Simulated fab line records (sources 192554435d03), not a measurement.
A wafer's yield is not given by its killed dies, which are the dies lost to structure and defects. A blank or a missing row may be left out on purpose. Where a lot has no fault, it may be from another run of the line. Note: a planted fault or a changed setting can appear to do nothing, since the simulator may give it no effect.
fab line records + flow n5-finfet
record
- lots=10
- wafers=30
- last-day=19
route steps=1938 shown PASS1_CAP@1873 TV_OPEN@1890 PAD_METAL@1893 PASSIVATION@1907
lots with no fault: from the same line, run without faults
start-h: the number of hours between the record's first day and the start of the first shown wafer of the lot + wait-h: hours elapsed since this lot's preceding step + " repeats the value in the row above + L1.1+2: several wafers, shown together as one row + - no value, or no start given + * or withheld: withheld + < > ~ a bound
route shown NAME@n: NAME is a module with steps in the file, n the number in the route of the first one + usual: mean and standard deviation over wafers with no fault + same: alike in all rows + chamber/n: place in a boat + sites: readings site by site + _std_site: their standard deviation + _edge_site: the outer-site mean with the inner-site mean subtracted + radius-mm: how far each site lies from the wafer's centre + mask NAME#n: copy n + behind: the last tool/chamber to shape the wafer + hold: why the lot was held/for how many hours/how that ended + device: the transistor (n, p or np) that didn't switch + end of line: the same wafers' tests at the end of the route + for a step that has no rows: nothing shown but its recipe + killed: at the first sort, the dies lost to defects and structure; wafer yield is something else + map: the dies of a wafer, with x for killed, . for not killed, _ for no die there
set.NAME: the setting as run; set.NAME@STEP: as run at that earlier step + model.NAME: the simulator's own value behind a step, which no gauge read
a sample of lots followed through the steps of the route, with each step as a table and each wafer as a row
services: the hour from which a tool's chamber was out of use, counted from the record's first day as start-h (under 0 if before that day), plus the number of hours and why
## steps
# step N5_PASSIVATION_PECVD_55
# recipe
- material=SiO2
- target-thk-a=4000
- temp-c=400
- precursor=SiH4/N2O
- pressure-torr=2.7
- rf-w=608
- time-s=22.5
# usual
- heater-power-w=630/85
- showerhead-plenum-p-Torr=8.13/0.1
- throttle-valve-pct=52.1/2.9
| lot.wafer | tool     | chamber | start-h | wait-h | heater-power-w | showerhead-plenum-p-Torr | throttle-valve-pct |
|-----------|----------|---------|---------|--------|----------------|--------------------------|--------------------|
| L968.2    | pecvd-03 | 1       | 299.36  | 0.0    | 611            | 7.99                     | 51.6               |
| L968.3    | "        | 0       | "       | "      | 564            | 7.98                     | 51.0               |
| L968.6    | "        | 0       | "       | "      | 582            | 7.99                     | 51.3               |
| L975.2    | pecvd-03 | 1       | 344.41  | 0.0    | 670            | 8.03                     | 51.4               |
| L975.3    | "        | 2       | "       | "      | 609            | 8.08                     | 51.0               |
| L975.5    | "        | 1       | "       | "      | 673            | 8.03                     | 51.5               |
| L977.2    | pecvd-02 | 0       | 386.05  | 0.0    | 667            | 8.00                     | 54.1               |
| L977.4    | "        | 2       | "       | "      | 680            | 8.27                     | 50.0               |
| L977.5    | "        | 2       | "       | "      | 734            | 8.26                     | 50.0               |
| L976.3    | pecvd-02 | 0       | 398.98  | 0.0    | 550            | 8.00                     | 54.0               |
| L976.4    | "        | 2       | "       | "      | 741            | 8.24                     | 50.1               |
| L976.5    | "        | 2       | "       | "      | 762            | 8.26                     | 50.2               |
| L981.1    | pecvd-02 | 0       | 399.34  | 0.0    | 638            | 8.00                     | 54.3               |
| L981.2    | "        | 2       | "       | "      | 801            | 8.24                     | 50.2               |
| L981.4    | "        | 0       | "       | "      | 666            | 8.02                     | 54.4               |
| L980.1    | pecvd-04 | 0       | 410.26  | 0.0    | 648            | 8.23                     | 57.5               |
| L980.4    | "        | 1       | "       | "      | 574            | 8.16                     | 49.3               |
| L980.6    | "        | 0       | "       | "      | 669            | 8.24                     | 57.6               |
| L984.1    | pecvd-04 | 0       | 440.73  | 0.0    | 680            | 8.24                     | 57.5               |
| L984.3    | "        | 2       | "       | "      | 594            | 8.10                     | 50.3               |
| L984.6    | "        | 2       | "       | "      | 610            | 8.09                     | 50.3               |
| L987.1    | pecvd-04 | 1       | 441.18  | 0.0    | 651            | 8.17                     | 49.1               |
| L987.2    | "        | 0       | "       | "      | 680            | 8.24                     | 57.6               |
| L987.3    | "        | 2       | "       | "      | 566            | 8.08                     | 50.3               |
| L990.1    | pecvd-04 | 2       | 441.26  | 0.0    | 503            | 8.09                     | 50.6               |
| L990.2    | "        | 1       | "       | "      | 667            | 8.18                     | 49.4               |
| L990.5    | "        | 1       | "       | "      | 700            | 8.17                     | 49.3               |
| L988.4    | pecvd-04 | 1       | 445.60  | 0.0    | 637            | 8.15                     | 49.1               |
| L988.5    | "        | 0       | "       | "      | 650            | 8.25                     | 57.3               |
| L988.6    | "        | 2       | "       | "      | 463            | 8.10                     | 50.6               |
# step N5_PASSIVATION_ETCH_15
# recipe
- chemistry=CF4/N2
- target=SiCN
- target-depth-a=750
- taper-deg=2
- time-s=81.2
- ion-energy-ev=150
- mask-material=SiNx
- pressure-mtorr=40
- source-w=430
- bias-w=70
- Ar_flow_sccm=100
- cf4-flow-sccm=60
- n2-flow-sccm=60
# usual
- cf4-flow-sccm=60.01/0.21
- chamber-pressure-mTorr=39.99/0.039
- drypump-motor-current-A=5.6/0.49
- oes-product-au=0.80/0.09
- rf-vpp-V=382.3/2.2
- showerhead-plenum-p-Torr=2.21/0.081
- throttle-valve-pct=15.43/0.23
| lot.wafer | tool        | chamber | start-h | wait-h | cf4-flow-sccm | chamber-pressure-mTorr | drypump-motor-current-A | oes-product-au | rf-hours-counter-h | rf-vpp-V | showerhead-plenum-p-Torr | throttle-valve-pct |
|-----------|-------------|---------|---------|--------|---------------|------------------------|-------------------------|----------------|--------------------|----------|--------------------------|--------------------|
| L968.2    | rie-diel-06 | 3       | -       | -      | 60.08         | 40.05                  | 5.4                     | 0.68           | 233                | 380.6    | 2.18                     | 15.80              |
| L968.3    | "           | 2       | "       | "      | 59.58         | 39.98                  | 6.4                     | 0.73           | 190                | 379.5    | 2.11                     | 15.34              |
| L968.6    | "           | 2       | "       | "      | 59.94         | 40.00                  | 6.5                     | 0.74           | -                  | 380.4    | 2.11                     | 15.34              |
| L975.2    | rie-diel-03 | 3       | -       | -      | 60.28         | 39.94                  | 5.5                     | 0.83           | 67                 | 386.2    | 2.33                     | 15.29              |
| L975.3    | "           | 0       | "       | "      | 60.03         | 39.97                  | 4.7                     | 0.77           | 94                 | 380.7    | 2.15                     | 15.31              |
| L975.5    | "           | 1       | "       | "      | 60.04         | 39.99                  | 6.0                     | 0.96           | -                  | 384.0    | 2.25                     | 15.16              |
| L977.2    | rie-diel-03 | 0       | -       | -      | 59.72         | 39.97                  | 4.7                     | 0.75           | 105                | 378.2    | 2.14                     | 15.35              |
| L977.4    | "           | 2       | "       | "      | 59.58         | 40.06                  | 5.3                     | 0.87           | 44                 | 385.9    | 2.33                     | 15.33              |
| L977.5    | "           | 0       | "       | "      | 60.13         | 39.93                  | 4.7                     | 0.76           | -                  | 379.1    | 2.14                     | 15.34              |
| L976.3    | rie-diel-03 | 1       | -       | -      | 59.90         | 39.94                  | 6.0                     | 0.94           | 24                 | 383.9    | 2.25                     | 15.19              |
| L976.4    | "           | 2       | "       | "      | 59.88         | 39.99                  | 5.3                     | 0.87           | 52                 | 385.5    | 2.32                     | 15.32              |
| L976.5    | "           | 3       | "       | "      | 60.26         | 39.96                  | 5.5                     | 0.82           | -                  | 384.9    | 2.32                     | 15.33              |
| L981.1    | rie-diel-03 | 0       | -       | -      | 60.19         | 39.96                  | 4.8                     | 0.76           | 112                | 379.7    | 2.14                     | 15.34              |
| L981.2    | "           | 2       | "       | "      | 60.03         | 40.04                  | 5.3                     | 0.86           | 52                 | 383.9    | 2.32                     | 15.33              |
| L981.4    | "           | 1       | "       | "      | 60.15         | 39.98                  | 6.0                     | 0.94           | 24                 | 383.0    | 2.25                     | 15.19              |
| L980.1    | rie-diel-02 | 0       | -       | -      | 59.83         | 39.92                  | 5.6                     | 0.82           | 92                 | 378.7    | 2.14                     | 15.35              |
| L980.4    | "           | 2       | "       | "      | 59.96         | 40.02                  | 6.0                     | 0.69           | 235                | 384.1    | 2.27                     | 15.69              |
| L980.6    | "           | 2       | "       | "      | 60.02         | 40.02                  | 6.0                     | 0.69           | -                  | 384.0    | 2.27                     | 15.68              |
| L984.1    | rie-diel-02 | 3       | -       | -      | 60.20         | 39.97                  | 5.8                     | 0.73           | 172                | 380.2    | 2.11                     | 15.91              |
| L984.3    | "           | 0       | "       | "      | 60.48         | 40.01                  | 5.6                     | 0.81           | 101                | 379.5    | 2.13                     | 15.40              |
| L984.6    | "           | 0       | "       | "      | 60.43         | 39.96                  | 5.6                     | 0.81           | -                  | 381.3    | 2.13                     | 15.40              |
| L987.1    | rie-diel-03 | 2       | -       | -      | 60.18         | 40.04                  | 5.3                     | 0.85           | 64                 | 385.3    | 2.32                     | 15.37              |
| L987.2    | "           | 0       | "       | "      | 59.90         | 40.01                  | 4.7                     | 0.75           | 125                | 380.6    | 2.14                     | 15.38              |
| L987.3    | "           | 1       | "       | "      | 59.81         | 40.01                  | 6.0                     | 0.92           | 37                 | 383.4    | 2.24                     | 15.21              |
| L990.1    | rie-diel-06 | 3       | -       | -      | 59.77         | 39.99                  | 5.4                     | 0.93           | 9                  | 381.0    | 2.17                     | 15.36              |
| L990.2    | "           | 0       | "       | "      | 59.92         | 39.98                  | 5.2                     | 0.83           | 87                 | 378.9    | 2.15                     | 15.34              |
| L990.5    | "           | 1       | "       | "      | 60.08         | 40.00                  | 5.6                     | 0.93           | -                  | 383.3    | 2.25                     | 15.44              |
| L988.4    | rie-diel-03 | 1       | -       | -      | 60.14         | 40.00                  | 6.0                     | 0.91           | 38                 | 382.6    | 2.24                     | 15.21              |
| L988.5    | "           | 0       | "       | "      | 59.93         | 40.01                  | 4.8                     | 0.75           | -                  | 379.6    | 2.14                     | 15.39              |
| L988.6    | "           | 3       | "       | "      | 59.88         | 39.98                  | 5.5                     | 0.80           | -                  | 384.9    | 2.31                     | 15.35              |
# step N5_PASSIVATION_DEGAS_18
# recipe
- ambient=vacuum
- temp-c=300
- time-s=60
# usual
- heater-power-w=484/55
| lot.wafer | tool           | chamber | start-h | wait-h | heater-power-w |
|-----------|----------------|---------|---------|--------|----------------|
| L968.2    | pvd-sputter-01 | -       | 303.51  | 0.6    | 547            |
| L968.3    | "              | -       | "       | "      | 483            |
| L968.6    | "              | -       | "       | "      | 491            |
| L975.2    | pvd-sputter-01 | -       | 347.90  | 0.1    | 421            |
| L975.3    | "              | -       | "       | "      | 491            |
| L975.5    | "              | -       | "       | "      | 480            |
| L977.2    | pvd-sputter-01 | -       | 387.65  | 0.0    | 557            |
| L977.4    | "              | -       | "       | "      | 479            |
| L977.5    | "              | -       | "       | "      | 453            |
| L976.3    | pvd-sputter-03 | -       | 402.55  | 0.3    | 449            |
| L976.4    | "              | -       | "       | "      | 571            |
| L976.5    | "              | -       | "       | "      | 425            |
| L981.1    | pvd-sputter-02 | -       | 403.05  | 0.3    | 505            |
| L981.2    | "              | -       | "       | "      | 544            |
| L981.4    | "              | -       | "       | "      | 569            |
| L980.1    | pvd-sputter-03 | -       | 412.99  | 0.2    | 467            |
| L980.4    | "              | -       | "       | "      | 428            |
| L980.6    | "              | -       | "       | "      | 430            |
| L984.1    | pvd-sputter-01 | -       | 442.43  | 0.0    | 433            |
| L984.3    | "              | -       | "       | "      | 481            |
| L984.6    | "              | -       | "       | "      | 425            |
| L987.1    | pvd-sputter-01 | -       | 443.73  | 0.9    | 477            |
| L987.2    | "              | -       | "       | "      | 553            |
| L987.3    | "              | -       | "       | "      | 430            |
| L990.1    | pvd-sputter-03 | -       | 448.35  | 0.8    | 464            |
| L990.2    | "              | -       | "       | "      | 575            |
| L990.5    | "              | -       | "       | "      | 407            |
| L988.4    | pvd-sputter-03 | -       | 448.85  | 0.7    | 446            |
| L988.5    | "              | -       | "       | "      | 459            |
| L988.6    | "              | -       | "       | "      | 423            |
# step N5_PASSIVATION_AL_DEP_21
# recipe
- material=Al
- target-thk-a=28000
- temp-c=400
- time-s=170
- power-w=30000
- chamber-pressure-pa=0.4
- gas=Ar
# usual
- throttle-valve-pct=29.8/1.1
| lot.wafer | tool           | chamber | start-h | wait-h | throttle-valve-pct |
|-----------|----------------|---------|---------|--------|--------------------|
| L968.2    | pvd-sputter-01 | -       | 303.69  | 0.1    | 30.0               |
| L968.3    | "              | -       | "       | "      | 30.4               |
| L968.6    | "              | -       | "       | "      | 30.5               |
| L975.2    | pvd-sputter-01 | -       | 348.08  | 0.1    | 28.9               |
| L975.3    | "              | -       | "       | "      | 30.3               |
| L975.5    | "              | -       | "       | "      | 30.6               |
| L977.2    | pvd-sputter-01 | -       | 387.83  | 0.1    | 29.6               |
| L977.4    | "              | -       | "       | "      | 30.4               |
| L977.5    | "              | -       | "       | "      | 28.4               |
| L976.3    | pvd-sputter-03 | -       | 402.73  | 0.1    | 32.1               |
| L976.4    | "              | -       | "       | "      | 31.1               |
| L976.5    | "              | -       | "       | "      | 29.5               |
| L981.1    | pvd-sputter-02 | -       | 403.23  | 0.1    | 30.1               |
| L981.2    | "              | -       | "       | "      | 28.8               |
| L981.4    | "              | -       | "       | "      | 30.2               |
| L980.1    | pvd-sputter-03 | -       | 413.17  | 0.1    | 32.1               |
| L980.4    | "              | -       | "       | "      | 29.1               |
| L980.6    | "              | -       | "       | "      | 29.2               |
| L984.1    | pvd-sputter-01 | -       | 442.61  | 0.1    | 28.5               |
| L984.3    | "              | -       | "       | "      | 30.5               |
| L984.6    | "              | -       | "       | "      | 28.8               |
| L987.1    | pvd-sputter-01 | -       | 443.91  | 0.1    | 30.3               |
| L987.2    | "              | -       | "       | "      | 30.1               |
| L987.3    | "              | -       | "       | "      | 29.0               |
| L990.1    | pvd-sputter-03 | -       | 448.53  | 0.1    | 32.1               |
| L990.2    | "              | -       | "       | "      | 31.1               |
| L990.5    | "              | -       | "       | "      | 29.5               |
| L988.4    | pvd-sputter-03 | -       | 449.03  | 0.1    | 29.0               |
| L988.5    | "              | -       | "       | "      | 29.0               |
| L988.6    | "              | -       | "       | "      | 29.3               |
# step N5_PASSIVATION_INSPECT_64
# recipe
- mode=adi
- inspect-instrument=macro
# usual
- raw-defect-count=2.0/1.4
| lot.wafer | tool              | chamber | start-h | wait-h | raw-defect-count |
|-----------|-------------------|---------|---------|--------|------------------|
| L968.2    | defect-inspect-01 | -       | 304.34  | 0.0    | 3                |
| L968.3    | "                 | -       | "       | "      | 2                |
| L968.6    | "                 | -       | "       | "      | 0                |
| L975.2    | defect-inspect-02 | -       | 348.73  | 0.0    | 2                |
| L975.3    | "                 | -       | "       | "      | >300             |
| L975.5    | "                 | -       | "       | "      | >300             |
| L977.2    | defect-inspect-02 | -       | 388.48  | 0.0    | 4                |
| L977.4    | "                 | -       | "       | "      | >300             |
| L977.5    | "                 | -       | "       | "      | 3                |
| L976.3    | defect-inspect-01 | -       | 403.38  | 0.0    | 2                |
| L976.4    | "                 | -       | "       | "      | 5                |
| L976.5    | "                 | -       | "       | "      | 1                |
| L981.1    | defect-inspect-02 | -       | 403.88  | 0.0    | 0                |
| L981.2    | "                 | -       | "       | "      | 1                |
| L981.4    | "                 | -       | "       | "      | 1                |
| L980.1    | defect-inspect-02 | -       | 413.69  | 0.0    | 1                |
| L980.4    | "                 | -       | "       | "      | 1                |
| L980.6    | "                 | -       | "       | "      | 3                |
| L984.1    | defect-inspect-02 | -       | 443.26  | 0.0    | 1                |
| L984.3    | "                 | -       | "       | "      | 2                |
| L984.6    | "                 | -       | "       | "      | 2                |
| L987.1    | defect-inspect-01 | -       | 444.56  | 0.0    | 1                |
| L987.2    | "                 | -       | "       | "      | 1                |
| L987.3    | "                 | -       | "       | "      | 2                |
| L990.1    | defect-inspect-01 | -       | 449.18  | 0.0    | 1                |
| L990.2    | "                 | -       | "       | "      | 2                |
| L990.5    | "                 | -       | "       | "      | 2                |
| L988.4    | defect-inspect-02 | -       | 449.68  | 0.0    | 1                |
| L988.5    | "                 | -       | "       | "      | 1                |
| L988.6    | "                 | -       | "       | "      | 0                |
# step N5_PASSIVATION_PROBE_49
# usual
- defect-limited-yield=91.6/1.6
- killed_at_M0_to_M3=32/9.7
- killed_at_M4_up=13/4.4
- killed-at-contacts=12/6.5
- killed-at-front-end=38/12
- killed-at-other=3.7/3
- killed-dies=99/18
- killed-on-rim=13/3.9
- killed-open=66/14
- killed-short=32/7.5
- sort_bin_5_function=4.9/1
- sort_bin_6_memory=3.2/0.73
- sort-n-pass=1081/18
- sort-yield-pct=91.6/1.6
# same
- gross-dies=1180
- killed-at-back-side=0
- sort_bin_4_leakage[%]=0
- sort_bin_8_speed[%]=0
| lot.wafer | tool      | chamber | start-h | wait-h | defect-limited-yield[%] | killed_at_M0_to_M3 | killed_at_M4_up | killed-at-contacts | killed-at-front-end | killed-at-other | killed-dies | killed-on-rim | killed-open | killed-short | sort_bin_5_function[%] | sort_bin_6_memory[%] | sort-n-pass | sort-yield-pct[%] |
|-----------|-----------|---------|---------|--------|-------------------------|--------------------|-----------------|--------------------|---------------------|-----------------|-------------|---------------|-------------|--------------|------------------------|----------------------|-------------|-------------------|
| L975.2    | prober-02 | -       | 353.72  | 0.1    | 93.2                    | 32                 | 14              | 17                 | 14                  | 3               | 80          | 12            | 63          | 17           | 3.8                    | 2.9                  | 1100        | 93.2              |
| L975.3    | prober-02 | -       | 353.77  | 0.1    | 87.1                    | 37                 | 13              | 8                  | 43                  | 51              | 152         | 34            | 73          | 35           | 7.8                    | 4.0                  | 1028        | 87.1              |
| L975.5    | prober-02 | -       | 353.87  | 0.2    | 88.5                    | 23                 | 9               | 9                  | 41                  | 54              | 136         | 22            | 60          | 31           | 6.3                    | 3.6                  | 1044        | 88.5              |
| L977.2    | prober-02 | -       | 393.36  | 0.1    | 93.4                    | 40                 | 11              | 2                  | 25                  | 0               | 78          | 12            | 42          | 34           | 3.6                    | 2.9                  | 1102        | 93.4              |
| L977.4    | prober-02 | -       | 393.46  | 0.2    | 89.8                    | 40                 | 9               | 4                  | 22                  | 45              | 120         | 27            | 45          | 32           | 5.3                    | 3.3                  | 1060        | 89.8              |
| L977.5    | prober-02 | -       | 393.51  | 0.2    | 92.1                    | 43                 | 9               | 7                  | 31                  | 3               | 93          | 17            | 66          | 26           | 4.2                    | 3.1                  | 1087        | 92.1              |
| L990.1    | prober-02 | -       | 454.09  | 0.0    | 91.0                    | 34                 | 11              | 14                 | 45                  | 2               | 106         | 14            | 62          | 40           | 4.9                    | 3.4                  | 1074        | 91.0              |
| L990.2    | prober-02 | -       | 454.14  | 0.1    | 88.6                    | 40                 | 24              | 16                 | 53                  | 2               | 135         | 20            | 85          | 47           | 6.7                    | 4.7                  | 1045        | 88.6              |
| L990.5    | prober-02 | -       | 454.29  | 0.2    | 91.7                    | 35                 | 19              | 12                 | 29                  | 3               | 98          | 14            | 75          | 23           | 5.3                    | 2.8                  | 1082        | 91.7              |
# killed by level:class
L975.2 MOL_CONTACT_COAG:geometric-particle:open=16 BEOL_M3:geometric-particle:open=10 BEOL_M0_SAQP:geometric-particle:short=8 BEOL_M2:geometric-particle:open=7 BEOL_M0_SAQP:geometric-particle:open=5 BEOL_M7:geometric-particle:open=5 DUMMY_GATE:geometric-particle:open=4 GATE_CUT:geometric-particle:short=4
L975.3 PAD_METAL:unspecified=42 BEOL_M0_SAQP:geometric-particle:open=12 BEOL_M0_SAQP:geometric-particle:short=8 BEOL_M2:geometric-particle:open=8 GATE_CUT:geometric-particle:short=7 MOL_CONTACT_COAG:geometric-particle:open=7 BEOL_M3:geometric-particle:open=6 STARTING-WAFER:geometric-particle:short=5
L975.5 PAD_METAL:unspecified=44 STI_FIN_REVEAL:geometric-particle:open=10 MOL_CONTACT_COAG:geometric-particle:open=9 DUMMY_GATE:geometric-particle:open=8 FIN_SAQP:geometric-particle:short=7 BEOL_M2:geometric-particle:open=5 BEOL_M3:geometric-particle:open=5 BEOL_M0_SAQP:geometric-particle:short=4
L977.2 BEOL_M0_SAQP:geometric-particle:short=14 BEOL_M0_SAQP:geometric-particle:open=11 BEOL_M4:geometric-particle:open=6 STARTING-WAFER:geometric-particle:short=6 BEOL_M2:geometric-particle:open=5 FIN_SAQP:geometric-particle:short=4 BEOL_M1:geometric-particle:open=4 DUMMY_GATE:geometric-particle:open=3
L977.4 PAD_METAL:unspecified=43 BEOL_M0_SAQP:geometric-particle:short=12 BEOL_M0_SAQP:geometric-particle:open=10 BEOL_M1:geometric-particle:short=6 FIN_SAQP:geometric-particle:short=5 FIN_SAQP:geometric-particle:open=5 BEOL_M2:geometric-particle:open=4 BEOL_M3:geometric-particle:open=4
L977.5 FIN_SAQP:geometric-particle:short=11 BEOL_M1:geometric-particle:open=11 BEOL_M2:geometric-particle:open=10 BEOL_M0_SAQP:geometric-particle:open=8 MOL_CONTACT_COAG:geometric-particle:open=6 BEOL_M3:geometric-particle:open=5 FIN_SAQP:geometric-particle:open=4 BEOL_M0_SAQP:geometric-particle:short=4
L990.1 MOL_CONTACT_COAG:geometric-particle:open=12 BEOL_M0_SAQP:geometric-particle:short=11 BEOL_M0_SAQP:geometric-particle:open=10 FIN_SAQP:geometric-particle:open=7 GATE_CUT:geometric-particle:short=6 STI_FIN_REVEAL:geometric-particle:open=5 DUMMY_GATE:geometric-particle:open=5 BEOL_M2:geometric-particle:open=5
L990.2 STI_FIN_REVEAL:geometric-particle:open=16 MOL_CONTACT_COAG:geometric-particle:open=14 BEOL_M4:geometric-particle:open=12 BEOL_M0_SAQP:geometric-particle:short=10 BEOL_M0_SAQP:geometric-particle:open=9 BEOL_M3:geometric-particle:open=9 GATE_CUT:geometric-particle:short=7 STI_FIN_REVEAL:geometric-particle:short=6
L990.5 BEOL_M0_SAQP:geometric-particle:open=13 MOL_CONTACT_COAG:geometric-particle:open=11 STI_FIN_REVEAL:geometric-particle:open=8 BEOL_M0_SAQP:geometric-particle:short=8 BEOL_M4:geometric-particle:open=8 FIN_SAQP:geometric-particle:open=6 BEOL_M2:geometric-particle:open=4 BEOL_M3:geometric-particle:open=4
## services
| tool           | chamber | start-h | hours | kind                          |
|----------------|---------|---------|-------|-------------------------------|
| pecvd-02       | 2       | 278.86  | 5.5   | scheduled-down                |
| rie-diel-03    | 1       | 280.85  | -     | clean                         |
| rie-diel-03    | 1       | 280.85  | -     | consumable-replace:focus-ring |
| rie-diel-03    | 1       | 280.85  | 20.3  | scheduled-down                |
| rie-diel-03    | 1       | 280.85  | 20.3  | vent-cycle                    |
| pecvd-02       | 0       | 284.32  | 2.1   | scheduled-down                |
| pecvd-04       | 2       | 293.08  | 5.5   | scheduled-down                |
| pecvd-02       | -       | 309.13  | 1.0   | repair                        |
| pecvd-04       | 1       | 317.96  | 5.0   | scheduled-down                |
| rie-diel-03    | 3       | 318.68  | 3.2   | repair                        |
| rie-diel-06    | 3       | 326.10  | 3.0   | repair                        |
| pecvd-04       | 2       | 338.37  | 2.1   | scheduled-down                |
| pvd-sputter-03 | -       | 361.72  | 2.7   | repair                        |
| pecvd-03       | -       | 370.63  | 2.8   | pm                            |
| rie-diel-03    | 2       | 381.01  | 1.2   | repair                        |
| rie-diel-02    | -       | 383.04  | 0.7   | repair                        |
| rie-diel-06    | -       | 385.21  | 14.6  | pm                            |
| rie-diel-03    | 1       | 388.62  | 8.8   | repair                        |
| pecvd-04       | 2       | 411.24  | 5.5   | scheduled-down                |
| pecvd-03       | -       | 413.17  | 28.1  | pm                            |
| pecvd-04       | -       | 424.65  | 5.5   | pm                            |
| rie-diel-02    | 2       | 428.98  | 2.7   | repair                        |
| pecvd-02       | -       | 440.61  | 0.8   | repair                        |
| pvd-sputter-03 | -       | 442.05  | 4.1   | repair                        |
## key
first-sign
- step=N5_PASSIVATION_INSPECT_64
- reading=raw-defect-count
- direction=up
- sigmas=99+
- usual=2.0
- struck=>300
effect
- step=N5_PASSIVATION_PROBE_49
- reading=killed-at-other
- direction=up
- sigmas=16
- usual=3.7
- struck=50
more-kills-born-at
- N5_PASSIVATION_AL_DEP_21@pvd-sputter-01=129
met-at N5_PASSIVATION_AL_DEP_21
struck-lots L975,L977
struck-wafers L975.3,L975.5,L977.4
not-acting-at N5_PASSIVATION_PECVD_55,N5_PASSIVATION_ETCH_15,N5_PASSIVATION_DEGAS_18
onset-between 303.69 348.08
fault
- kind=chamber-particle-source
- tool=pvd-sputter-01
- chamber=-
- onset-h=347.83
- steps=N5_PASSIVATION_AL_DEP_21
- rate-per-visit-cm2=0.81737
- end-h=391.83
- scope=struck-wafers-only
